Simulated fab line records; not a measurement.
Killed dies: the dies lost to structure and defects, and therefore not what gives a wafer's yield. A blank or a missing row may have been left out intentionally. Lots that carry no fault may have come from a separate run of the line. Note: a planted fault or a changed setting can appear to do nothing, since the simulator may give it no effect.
A lot that was struck, set against a sound lot + flow nand-harc + 18 out of 1159 route steps
Sound: the wafers L725.1, L725.5, L725.6. Struck: wafers L737.2, L737.3, L737.4. The cause comes at the end.
For every step that has rows: the tool of each side, followed by ch and its chambers, followed by its first start. Under that, the readings that differ: sound wafers + struck wafers + difference of the means + sigmas: that difference in standard deviations of wafers without a fault.
alike: readings whose means differ by less than 2 such deviations, and words and numbers that are the same on both sides. not compared: withheld readings, readings that some wafer has no value for, bounds like >300 that may hide the same value, and numbers for which the record gives no deviation and whose values overlap.
A row with sigmas, a row that says differs or no value, or rows on one side alone: a step with any of these is where the two part. Non-overlapping numbers with no deviation appear without sigmas and do not part them. A reading that every wafer of one side lacks parts them only if that side has two wafers or more.

first, 2 steps without rows for these wafers: NHARC_P_STI_SRD_39; NHARC_P_STI_OXIDE_40 (material SiO2, target thk 10 nm, ox time 1362 s).
NHARC_P_STI_INSPECT_25:
  struck on defect-inspect-01, day 7 01:14; sound on defect-inspect-01, day 3 23:27
  alike: raw-defect-count
then, 9 steps without rows for these wafers: NHARC_P_GATE_ETCH_69 (etches SiO2 in dHF, target depth 14 nm); NHARC_P_GATE_PRECLEAN_70 (cleans in SC1); NHARC_P_GATE_SRD_01; NHARC_P_GATE_OXIDE_02 (material SiO2, target thk 37.5 nm, ox time 365 s); NHARC_P_GATE_DEHYDRATE_03 (time 120 s); NHARC_P_GATE_HMDS_04 (time 30 s); NHARC_P_GATE_COAT_05; NHARC_P_GATE_SOFTBAKE_06 (time 95 s); NHARC_P_GATE_EBR_07.
NHARC_P_GATE_EXPOSE_08: exposes mask P HV.
  sound on krf-scanner-02 ch 0, day 4 07:19; struck on krf-scanner-02 ch 0, day 7 09:08
| reading | sound                | struck                  | difference | sigmas |
|---------|----------------------|-------------------------|------------|--------|
| mask    | P_HV#0 P_HV#0 P_HV#0 | P_PSD#0 P_PSD#0 P_PSD#0 | differs    |        |
then, 2 steps without rows for these wafers: NHARC_P_GATE_PEB_09 (peb time 85 s); NHARC_P_GATE_DEVELOP_10 (time 70 s).
NHARC_P_GATE_CD_MEAS_11: the cd target is 1640 nm.
  sound on cd-sem-01 ch 0, day 4 07:29; struck on cd-sem-01 ch 0, day 7 09:17
| reading    | sound                | struck | difference                    | sigmas |
|------------|----------------------|--------|-------------------------------|--------|
| cd-nm (nm) | 1636.7 1635.4 1639.1 | - - -  | no value on the struck wafers |        |
then, 1 step without rows for these wafers: NHARC_P_GATE_HARDBAKE_12 (time 80 s).
-- record jumps: 15 days between struck wafers' starts before vs after; left off in module P_GATE, resumes in module END, first step shown is number 1159 of the route --
NHARC_END_SORT_01:
  sound on prober-02 ch 0, day 20 10:56; struck on prober-02 ch 0, day 22 02:52
| reading             | sound    | struck      | difference | sigmas      |
|---------------------|----------|-------------|------------|-------------|
| killed-at-array     | 14 20 14 | 40 45 39    | +25        | +3          |
| killed-at-periphery | 5 2 6    | 637 632 638 | +631       | +99 or more |
| killed-dies         | 19 22 20 | 677 677 677 | +657       | +60         |
  alike: killed-at-other, killed-open, killed-short

## WHERE THEY PART
Last at NHARC_END_SORT_01 as far as this record goes, first at NHARC_P_GATE_EXPOSE_08.

WHY: what had been put in by the simulator
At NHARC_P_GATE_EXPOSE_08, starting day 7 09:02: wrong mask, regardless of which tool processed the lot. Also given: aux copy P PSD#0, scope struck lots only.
